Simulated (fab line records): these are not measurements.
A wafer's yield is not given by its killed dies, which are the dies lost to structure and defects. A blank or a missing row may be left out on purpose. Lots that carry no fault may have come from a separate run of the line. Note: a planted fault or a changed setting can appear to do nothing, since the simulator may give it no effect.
The tool behind it: which one? || flow n5Finfet || 11 lots, 30 wafers sampled, at 5 steps of a route of 1938

== WHAT EACH GAUGE READ, for each wafer ==
N5_BEOL_M4_RC_MEAS_101.
{"lot": "L463", "measured": "day 8 22:50", "on": "prober-01", "DIBL_N (mV/V)": "38.0 36.5 37.5", "DIBL_P (mV/V)": "39.7 37.5 39.1", "IOFF_N (nA/um)": "0.19 0.16 0.18", "IOFF_P (nA/um)": "0.24 0.20 0.23", "ION_N (uA/um)": "682 676 678", "ION_P (uA/um)": "462 460 458", "SS_N (mV/dec)": "72.3 71.0 71.5", "SS_P (mV/dec)": "73.6 73.5 74.0", "VT_N (mV)": "247 250 248", "VT_P (mV)": "-250 -252 -251"}
{"lot": "L466", "measured": "day 9 19:53", "on": "prober-02", "DIBL_N (mV/V)": "38.2 35.4 36.1", "DIBL_P (mV/V)": "38.0 34.7 35.7", "IOFF_N (nA/um)": "0.18 0.13 0.15", "IOFF_P (nA/um)": "0.24 0.20 0.21", "ION_N (uA/um)": "671 674 661", "ION_P (uA/um)": "462 470 462", "SS_N (mV/dec)": "72.3 71.2 71.0", "SS_P (mV/dec)": "73.9 72.7 72.8", "VT_N (mV)": "249 253 250", "VT_P (mV)": "-246 -248 -251"}
{"lot": "L467", "measured": "day 9 22:57", "on": "prober-02", "DIBL_N (mV/V)": "34.1 36.1 33.6", "DIBL_P (mV/V)": "34.9 36.7 34.7", "IOFF_N (nA/um)": "0.11 0.13 0.11", "IOFF_P (nA/um)": "0.15 0.18 0.15", "ION_N (uA/um)": "642 654 647", "ION_P (uA/um)": "447 443 446", "SS_N (mV/dec)": "71.1 71.3 70.5", "SS_P (mV/dec)": "73.3 72.7 72.5", "VT_N (mV)": "257 257 256", "VT_P (mV)": "-253 -252 -255"}
{"lot": "L468", "measured": "day 9 12:34", "on": "prober-01", "DIBL_N (mV/V)": "37.7 34.6 35.9", "DIBL_P (mV/V)": "38.4 34.7 35.1", "IOFF_N (nA/um)": "0.17 0.13 0.14", "IOFF_P (nA/um)": "0.21 0.16 0.17", "ION_N (uA/um)": "670 671 655", "ION_P (uA/um)": "455 456 447", "SS_N (mV/dec)": "72.2 71.1 71.1", "SS_P (mV/dec)": "73.5 72.0 73.6", "VT_N (mV)": "251 252 252", "VT_P (mV)": "-253 -255 -254"}
{"lot": "L470", "measured": "day 10 08:27", "on": "prober-02", "DIBL_N (mV/V)": "36.2 33.3 37.4", "DIBL_P (mV/V)": "37.7 33.2 38.6", "IOFF_N (nA/um)": "0.16 0.12 0.18", "IOFF_P (nA/um)": "0.22 0.17 0.25", "ION_N (uA/um)": "675 663 677", "ION_P (uA/um)": "471 460 468", "SS_N (mV/dec)": "71.6 71.1 72.3", "SS_P (mV/dec)": "73.5 72.6 73.3", "VT_N (mV)": "249 254 248", "VT_P (mV)": "-246 -251 -248"}
{"lot": "L472", "measured": "day 10 21:43", "on": "prober-01", "DIBL_N (mV/V)": "35.9 35.4 37.8", "DIBL_P (mV/V)": "35.9 35.4 37.7", "IOFF_N (nA/um)": "0.17 0.15 0.20", "IOFF_P (nA/um)": "0.25 0.24 0.29", "ION_N (uA/um)": "683 667 672", "ION_P (uA/um)": "479 470 474", "SS_N (mV/dec)": "71.0 72.1 71.9", "SS_P (mV/dec)": "72.7 72.2 73.1", "VT_N (mV)": "246 250 245", "VT_P (mV)": "-243 -244 -243"}
{"lot": "L474", "measured": "day 10 21:02", "on": "prober-02", "DIBL_N (mV/V)": "37.4 36.3 37.2", "DIBL_P (mV/V)": "38.1 37.3 36.4", "IOFF_N (nA/um)": "0.18 0.16 0.16", "IOFF_P (nA/um)": "0.23 0.23 0.21", "ION_N (uA/um)": "675 687 689", "ION_P (uA/um)": "459 471 470", "SS_N (mV/dec)": "71.5 71.8 71.9", "SS_P (mV/dec)": "74.1 73.4 73.1", "VT_N (mV)": "248 249 248", "VT_P (mV)": "-251 -250 -250"}
{"lot": "L475", "measured": "day 11 22:43", "on": "prober-01", "DIBL_N (mV/V)": "36.3 31.7 38.1", "DIBL_P (mV/V)": "38.6 31.5 40.0", "IOFF_N (nA/um)": "0.17 0.10 0.20", "IOFF_P (nA/um)": "0.25 0.15 0.28", "ION_N (uA/um)": "680 651 668", "ION_P (uA/um)": "468 457 464", "SS_N (mV/dec)": "71.7 69.3 72.6", "SS_P (mV/dec)": "74.3 72.0 74.5", "VT_N (mV)": "246 256 248", "VT_P (mV)": "-247 -250 -248"}
{"lot": "L481", "measured": "day 12 23:07", "on": "prober-02", "DIBL_N (mV/V)": "38.5 35.7", "DIBL_P (mV/V)": "35.5 33.9", "IOFF_N (nA/um)": "0.19 0.16", "IOFF_P (nA/um)": "0.22 0.20", "ION_N (uA/um)": "677 686", "ION_P (uA/um)": "463 471", "SS_N (mV/dec)": "73.4 71.4", "SS_P (mV/dec)": "73.6 72.8", "VT_N (mV)": "249 250", "VT_P (mV)": "-246 -249"}
{"lot": "L482", "measured": "day 13 13:11", "on": "prober-02", "DIBL_N (mV/V)": "38.3 39.1", "DIBL_P (mV/V)": "37.9 38.4", "IOFF_N (nA/um)": "0.18 0.19", "IOFF_P (nA/um)": "0.22 0.22", "ION_N (uA/um)": "678 690", "ION_P (uA/um)": "469 464", "SS_N (mV/dec)": "72.0 72.5", "SS_P (mV/dec)": "73.0 73.6", "VT_N (mV)": "247 247", "VT_P (mV)": "-251 -251"}
{"lot": "L483", "measured": "day 13 12:42", "on": "prober-01", "DIBL_N (mV/V)": "37.6 32.1", "DIBL_P (mV/V)": "36.2 30.0", "IOFF_N (nA/um)": "0.17 0.10", "IOFF_P (nA/um)": "0.22 0.14", "ION_N (uA/um)": "675 662", "ION_P (uA/um)": "459 456", "SS_N (mV/dec)": "71.5 70.7", "SS_P (mV/dec)": "73.6 72.4", "VT_N (mV)": "249 256", "VT_P (mV)": "-252 -255"}

== WHAT TOOL EACH LOT RAN ON (gives the tool, then ch and the chambers of the sampled wafers, and finally the start) ==
{"lot": "L463", "N5_BEOL_M0_ANNEAL_133": "pvdSputter-01, day 6 01:40", "N5_BEOL_M0_SPUTTER_134": "pvdSputter-01, day 6 01:43", "N5_BEOL_M0_CO_CAP_123": "cvdCo-01 ch 0,2, day 6 02:58", "N5_BEOL_M1_PECVD_72": "pecvd-03 ch 0,1,2, day 6 03:20"}
{"lot": "L466", "N5_BEOL_M0_ANNEAL_133": "pvdSputter-01, day 6 13:24", "N5_BEOL_M0_SPUTTER_134": "pvdSputter-01, day 6 13:26", "N5_BEOL_M0_CO_CAP_123": "cvdCo-02 ch 0,1,2, day 6 14:40", "N5_BEOL_M1_PECVD_72": "pecvd-03 ch 1,2, day 6 15:02"}
{"lot": "L467", "N5_BEOL_M0_ANNEAL_133": "pvdSputter-01, day 6 18:38", "N5_BEOL_M0_SPUTTER_134": "pvdSputter-01, day 6 18:41", "N5_BEOL_M0_CO_CAP_123": "cvdCo-01 ch 1,2, day 6 21:04", "N5_BEOL_M1_PECVD_72": "pecvd-02 ch 0,1,2, day 6 21:27"}
{"lot": "L468", "N5_BEOL_M0_ANNEAL_133": "pvdSputter-01, day 7 06:01", "N5_BEOL_M0_SPUTTER_134": "pvdSputter-01, day 7 06:03", "N5_BEOL_M0_CO_CAP_123": "cvdCo-02 ch 0,1,2, day 7 07:02", "N5_BEOL_M1_PECVD_72": "pecvd-03 ch 0,1,2, day 7 07:23"}
{"lot": "L470", "N5_BEOL_M0_ANNEAL_133": "pvdSputter-01, day 7 18:48", "N5_BEOL_M0_SPUTTER_134": "pvdSputter-01, day 7 18:50", "N5_BEOL_M0_CO_CAP_123": "cvdCo-01 ch 0,1, day 7 19:50", "N5_BEOL_M1_PECVD_72": "pecvd-02 ch 1,2, day 7 20:11"}
{"lot": "L472", "N5_BEOL_M0_ANNEAL_133": "pvdSputter-02, day 8 08:33", "N5_BEOL_M0_SPUTTER_134": "pvdSputter-02, day 8 08:35", "N5_BEOL_M0_CO_CAP_123": "cvdCo-02 ch 0,1, day 8 10:07", "N5_BEOL_M1_PECVD_72": "pecvd-03 ch 0,1,2, day 8 10:28"}
{"lot": "L474", "N5_BEOL_M0_ANNEAL_133": "pvdSputter-03, day 8 15:57", "N5_BEOL_M0_SPUTTER_134": "pvdSputter-03, day 8 15:59", "N5_BEOL_M0_CO_CAP_123": "cvdCo-01 ch 1,2, day 8 16:59", "N5_BEOL_M1_PECVD_72": "pecvd-04 ch 0,1,2, day 8 17:20"}
{"lot": "L475", "N5_BEOL_M0_ANNEAL_133": "pvdSputter-02, day 9 01:49", "N5_BEOL_M0_SPUTTER_134": "pvdSputter-02, day 9 01:52", "N5_BEOL_M0_CO_CAP_123": "cvdCo-02 ch 0,2, day 9 02:51", "N5_BEOL_M1_PECVD_72": "pecvd-02 ch 0,2, day 9 03:12"}
{"lot": "L481", "N5_BEOL_M0_ANNEAL_133": "pvdSputter-03, day 10 12:40", "N5_BEOL_M0_SPUTTER_134": "pvdSputter-03, day 10 12:43", "N5_BEOL_M0_CO_CAP_123": "cvdCo-01 ch 1,2, day 10 14:16", "N5_BEOL_M1_PECVD_72": "pecvd-03 ch 0, day 10 14:39"}
{"lot": "L482", "N5_BEOL_M0_ANNEAL_133": "pvdSputter-01, day 10 14:58", "N5_BEOL_M0_SPUTTER_134": "pvdSputter-01, day 10 15:01", "N5_BEOL_M0_CO_CAP_123": "cvdCo-01 ch 1,2, day 10 16:10", "N5_BEOL_M1_PECVD_72": "pecvd-03 ch 0,1, day 10 16:31"}
{"lot": "L483", "N5_BEOL_M0_ANNEAL_133": "pvdSputter-03, day 10 17:55", "N5_BEOL_M0_SPUTTER_134": "pvdSputter-03, day 10 17:58", "N5_BEOL_M0_CO_CAP_123": "cvdCo-01 ch 0,2, day 10 18:56", "N5_BEOL_M1_PECVD_72": "pecvd-04 ch 0, day 10 19:21"}
- N5_BEOL_M0_ANNEAL_133: time 60 s.
- N5_BEOL_M0_SPUTTER_134: material Cu, target thk 4 nm, time 7.37 s.
- N5_BEOL_M0_CO_CAP_123: material Co, precursor CCTBA/H2, target thk 2 nm, time 102.1 s.
- N5_BEOL_M1_PECVD_72: deposits SiO2 from TEOS/O2, target thk 16 nm, time 18 s.

== AS READ BY THE TOOLS THEMSELVES (means over the sampled wafers that have a number; for cases with no such wafer, the mark the record gives instead) ==
N5_BEOL_M0_ANNEAL_133.
{"lot": "L463", "tool": "pvdSputter-01", "heaterPowerW (W)": 903}
{"lot": "L466", "tool": "pvdSputter-01", "heaterPowerW (W)": 888}
{"lot": "L467", "tool": "pvdSputter-01", "heaterPowerW (W)": 919}
{"lot": "L468", "tool": "pvdSputter-01", "heaterPowerW (W)": 935}
{"lot": "L470", "tool": "pvdSputter-01", "heaterPowerW (W)": 885}
{"lot": "L472", "tool": "pvdSputter-02", "heaterPowerW (W)": 871}
{"lot": "L474", "tool": "pvdSputter-03", "heaterPowerW (W)": 846}
{"lot": "L475", "tool": "pvdSputter-02", "heaterPowerW (W)": 821}
{"lot": "L481", "tool": "pvdSputter-03", "heaterPowerW (W)": 810}
{"lot": "L482", "tool": "pvdSputter-01", "heaterPowerW (W)": 862}
{"lot": "L483", "tool": "pvdSputter-03", "heaterPowerW (W)": 816}

N5_BEOL_M0_SPUTTER_134.
{"lot": "L463", "tool": "pvdSputter-01", "chamberPressurePa (Pa)": 0.07, "substrateTempC (C)": -20.03, "throttleValvePct (%)": 31.2}
{"lot": "L466", "tool": "pvdSputter-01", "chamberPressurePa (Pa)": 0.07, "substrateTempC (C)": -20.02, "throttleValvePct (%)": 30.7}
{"lot": "L467", "tool": "pvdSputter-01", "chamberPressurePa (Pa)": 0.07, "substrateTempC (C)": -19.99, "throttleValvePct (%)": 30.1}
{"lot": "L468", "tool": "pvdSputter-01", "chamberPressurePa (Pa)": 0.07, "substrateTempC (C)": -19.93, "throttleValvePct (%)": 31.5}
{"lot": "L470", "tool": "pvdSputter-01", "chamberPressurePa (Pa)": 0.07, "substrateTempC (C)": -20.03, "throttleValvePct (%)": 30.6}
{"lot": "L472", "tool": "pvdSputter-02", "chamberPressurePa (Pa)": 0.07, "substrateTempC (C)": -19.97, "throttleValvePct (%)": 29.0}
{"lot": "L474", "tool": "pvdSputter-03", "chamberPressurePa (Pa)": 0.07, "substrateTempC (C)": -20.07, "throttleValvePct (%)": 30.3}
{"lot": "L475", "tool": "pvdSputter-02", "chamberPressurePa (Pa)": 0.07, "substrateTempC (C)": -20.05, "throttleValvePct (%)": 29.3}
{"lot": "L481", "tool": "pvdSputter-03", "chamberPressurePa (Pa)": 0.07, "substrateTempC (C)": -19.98, "throttleValvePct (%)": 29.4}
{"lot": "L482", "tool": "pvdSputter-01", "chamberPressurePa (Pa)": 0.07, "substrateTempC (C)": -20.03, "throttleValvePct (%)": 31.1}
{"lot": "L483", "tool": "pvdSputter-03", "chamberPressurePa (Pa)": 0.07, "substrateTempC (C)": -19.92, "throttleValvePct (%)": 30.2}

N5_BEOL_M0_CO_CAP_123.
{"lot": "L463", "tool": "cvdCo-01", "heaterPowerW (W)": 203, "runLengthS (s)": 124.8}
{"lot": "L466", "tool": "cvdCo-02", "heaterPowerW (W)": 233, "runLengthS (s)": 125.1}
{"lot": "L467", "tool": "cvdCo-01", "heaterPowerW (W)": 209, "runLengthS (s)": 125.5}
{"lot": "L468", "tool": "cvdCo-02", "heaterPowerW (W)": 237, "runLengthS (s)": 125.1}
{"lot": "L470", "tool": "cvdCo-01", "heaterPowerW (W)": 218, "runLengthS (s)": 125.0}
{"lot": "L472", "tool": "cvdCo-02", "heaterPowerW (W)": 241, "runLengthS (s)": 125.1}
{"lot": "L474", "tool": "cvdCo-01", "heaterPowerW (W)": 208, "runLengthS (s)": 125.2}
{"lot": "L475", "tool": "cvdCo-02", "heaterPowerW (W)": 227, "runLengthS (s)": 124.9}
{"lot": "L481", "tool": "cvdCo-01", "heaterPowerW (W)": 207, "runLengthS (s)": 99.8}
{"lot": "L482", "tool": "cvdCo-01", "heaterPowerW (W)": 204, "runLengthS (s)": 112.4}
{"lot": "L483", "tool": "cvdCo-01", "heaterPowerW (W)": 210, "runLengthS (s)": 99.2}

N5_BEOL_M1_PECVD_72.
{"lot": "L463", "tool": "pecvd-03", "heaterPowerW (W)": 801, "showerheadPlenumPTorr (Torr)": 8.79, "throttleValvePct (%)": 22.9}
{"lot": "L466", "tool": "pecvd-03", "heaterPowerW (W)": 727, "showerheadPlenumPTorr (Torr)": 8.79, "throttleValvePct (%)": 23.5}
{"lot": "L467", "tool": "pecvd-02", "heaterPowerW (W)": 695, "showerheadPlenumPTorr (Torr)": 8.80, "throttleValvePct (%)": 21.9}
{"lot": "L468", "tool": "pecvd-03", "heaterPowerW (W)": 715, "showerheadPlenumPTorr (Torr)": 8.81, "throttleValvePct (%)": 22.9}
{"lot": "L470", "tool": "pecvd-02", "heaterPowerW (W)": 714, "showerheadPlenumPTorr (Torr)": 8.77, "throttleValvePct (%)": 21.7}
{"lot": "L472", "tool": "pecvd-03", "heaterPowerW (W)": 773, "showerheadPlenumPTorr (Torr)": 8.81, "throttleValvePct (%)": 22.9}
{"lot": "L474", "tool": "pecvd-04", "heaterPowerW (W)": 685, "showerheadPlenumPTorr (Torr)": 8.83, "throttleValvePct (%)": 23.5}
{"lot": "L475", "tool": "pecvd-02", "heaterPowerW (W)": 725, "showerheadPlenumPTorr (Torr)": 8.78, "throttleValvePct (%)": 21.2}
{"lot": "L481", "tool": "pecvd-03", "heaterPowerW (W)": 790, "showerheadPlenumPTorr (Torr)": 8.82, "throttleValvePct (%)": 22.1}
{"lot": "L482", "tool": "pecvd-03", "heaterPowerW (W)": 852, "showerheadPlenumPTorr (Torr)": 8.82, "throttleValvePct (%)": 22.6}
{"lot": "L483", "tool": "pecvd-04", "heaterPowerW (W)": 671, "showerheadPlenumPTorr (Torr)": 8.93, "throttleValvePct (%)": 23.1}

== THE ANSWER, worked out from the rows above alone ==
Rule: what is usual is taken from the lots themselves. Put in order of their means at a reading, lots are off if they are a third of the lots or fewer, leave a main group of 4 or more, and stand apart from it by a gap of 3 or more times the standard deviation of the main group's means; of several such gaps the widest counts. If all means in a main group match to the digits the tables above print for the reading, that group is not used. Also off: a lot with no number at a reading for which 4 or more lots have one. The other lots that the step has rows for count as sound. Order of review: gauges by route order, followed by the tools' own readings, for which a lot's mean as printed above is used. At the first step where some lot is off, the reading lying furthest off is the one used; lots without a number count as furthest.
Off: L481, L482, L483 (N5_BEOL_M0_CO_CAP_123, runLengthS). Mean 125.1 s and standard deviation 0.2 in the main group.
If a tool, at that step or one of the process steps before it, ran each lot that is off and ran no sound lot following the first of them, it fits. One fits: cvdCo-01 at N5_BEOL_M0_CO_CAP_123. A fault onset in the window from L474 (day 8 16:59, its last sound lot) to L481 (day 10 14:16, its first lot off) fits.
The tool's own readings at N5_BEOL_M0_CO_CAP_123 bear it out: on the lots that are off they differ by more than 5 times the standard deviation of the sound lots' means. runLengthS reads 103.8 s there against 125.1 s on the sound lots.

== WHAT WAS PUT IN BY THE SIMULATOR ==
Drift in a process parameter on cvdCo-01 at N5_BEOL_M0_CO_CAP_123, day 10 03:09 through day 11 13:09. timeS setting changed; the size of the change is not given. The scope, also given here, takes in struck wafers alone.
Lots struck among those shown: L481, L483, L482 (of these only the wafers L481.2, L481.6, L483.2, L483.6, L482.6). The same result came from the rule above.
